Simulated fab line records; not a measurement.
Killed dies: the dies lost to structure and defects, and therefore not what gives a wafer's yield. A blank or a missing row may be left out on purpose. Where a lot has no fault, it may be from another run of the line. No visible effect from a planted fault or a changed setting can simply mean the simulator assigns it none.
Problem report in the 8D (eight disciplines) form, filled by code ; flow n5 finfet ; the parts of the form that need people (team, actions taken, sign-off) are left out

1. WHAT WENT WRONG
barrier field endpoint s at N5_BEOL_M11_CMP_52 reads a mean of 15.3 s on 2 wafers of 2 lots; wafers without a fault read 28.4 s with a standard deviation of 0.79. That puts it -17 standard deviations away from the usual mean.
The step: polishes, stops on SiCOH lowk, t overpolish 7 s, target thk 140 nm.
Earliest sighting: wafer L683.3 on cmp-01 at day 14 21:55. At this step, 30 wafers from 11 lots have a number in the record. By rule, "out" or "out of limits" means more than 4 standard deviations away from the usual mean. The rest of the wafers with a number are treated as sound.

2. WHAT IT IS; WHAT IT IS NOT
question;is;is not
which readings at this step;barrier field endpoint s;motor current A
which lots;L683, L687;L666, L671, L672, L673, L674, L677, L678, L679, L680
which wafers of those lots;L683.3, L687.3;L683.2, L687.1
read on which tools;cmp-01;cmp-03, cmp-04
when;from day 14 21:55;"up to then (27 sound wafers); but 1 sound wafer of L687 came after"

3. THE SUSPECTS, EACH WITH WHAT RULES IT OUT
Counting: any tool at a process step up to the reading remains a suspect provided it ran every lot that is out. Sound lots after the first of them don't rule it out here, since some wafers of a struck lot are sound.
- pecvd-02 at N5_BEOL_M11_PECVD_70 (deposits SiO2 from TEOS/O2, target thk 20 nm, time 22.7 s): kept. Every lot that is out went through it, the first being L683 (day 14 16:19); the last sound lot it ran before that was L679 (day 14 01:29).
- cmp-01 at N5_BEOL_M11_CMP_52 (polishes, stops on SiCOH lowk, t overpolish 7 s, target thk 140 nm): kept. Every lot that is out went through it, the first being L683 (day 14 21:55); the last sound lot it ran before that was L674 (day 12 01:35). Out on those wafers are its own readings of barrier field endpoint s.
- Within cmp-01 at N5_BEOL_M11_CMP_52: the wafers that are out ran in chambers 1, 2; their sound lot-mates ran in chamber 0.
The count leaves cmp-01 at N5_BEOL_M11_CMP_52 and pecvd-02 at N5_BEOL_M11_PECVD_70.

4. THE CAUSE (what the simulator had put in)
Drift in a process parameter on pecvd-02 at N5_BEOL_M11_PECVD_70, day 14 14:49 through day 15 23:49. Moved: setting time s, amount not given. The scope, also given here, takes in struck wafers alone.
2 suspects survive the count, and this tool is in that group.

5. THE EFFECT CHAIN, in route order
Each row: a reading where the mean over the struck wafers with a number is more than 3 standard deviations away from the usual. Scope: only readings with a usual standard deviation given in the record; hours: median across lots of the time from each lot's start at the first step in this table that gives one to its start at this step; sigmas: change in usual standard deviations.
hours;step;reading;usual;on struck wafers;change;sigmas
0;N5_BEOL_M11_CMP_52;barrier field endpoint s;28.4 s;15.3;-13.1;-17
Its process steps:
- N5_BEOL_M11_CMP_52: polishes, stops on SiCOH lowk, t overpolish 7 s, target thk 140 nm.
Later steps that measure or inspect, where all struck wafers having a row at the step show a number for every such reading and not one has moved that far: N5_BEOL_M12_OVL_MEAS_11.

6. WHAT WOULD HAVE CAUGHT IT SOONER
In this record no reading fell out of limits until day 14 21:55, 7 hours after the fault had begun at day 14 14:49.
Of the tool readings at N5_BEOL_M11_PECVD_70 for which the record gives a usual standard deviation, none was out on any struck wafer, so an alarm limit of 4 standard deviations on them would not have fired.
L687, from the lots that are out (2), started N5_BEOL_M11_PECVD_70 on pecvd-02 later than day 14 21:55. It would have been spared by a hold on the tool at that moment.
